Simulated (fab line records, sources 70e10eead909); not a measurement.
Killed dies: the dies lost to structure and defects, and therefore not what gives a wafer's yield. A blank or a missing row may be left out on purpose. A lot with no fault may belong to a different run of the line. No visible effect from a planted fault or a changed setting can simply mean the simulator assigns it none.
Chamber matching	flow nand-harc	NHARC_A_STAIRCASE_DEP_301 on pecvd-02 has 3 sister chambers
The step deposits SiON, target thk 30 nm. 3 wafers are shown with their chamber, then 7 later ones without.

EACH WAFER AND ITS CHAMBER
wafer	chamber	heater-power-w (W)
L740.4	1	778
L747.2	2	761
L747.3	0	702

WAFERS WHOSE CHAMBER IS MISSING
wafer	heater-power-w (W)
L747.4	776
L746.4	650
L746.5	739
L746.6	724
L749.3	744
L749.4	764
L749.5	736

THE CHAMBER EACH PASSED THROUGH
wafer	from the rows above	in truth
L747.4	can't be placed: 1 or 2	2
L746.4	0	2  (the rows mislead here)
L746.5	can't be placed: 2 or 0 or 1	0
L746.6	can't be placed: 0 or 2 or 1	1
L749.3	can't be placed: 2 or 1 or 0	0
L749.4	can't be placed: 2 or 1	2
L749.5	can't be placed: 2 or 0 or 1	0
0 of 7 placed correctly. From these rows, 6 cannot be placed; in 6 the true chamber is one of the candidates. Wrongly placed: 1.
How it was worked out, from the rows above alone: a wafer's distance from a chamber is the root of the sum, over the readings, of the square of ((its reading less the chamber's mean) divided by the reading's scatter). The wafer belongs to the nearest chamber; if the next one is less than 2 further off, it can't be placed. The mean given for a chamber averages the wafers shown for that chamber. The scatter: root of mean squared gap, hidden wafer to nearest shown wafer, with one shown wafer a chamber.
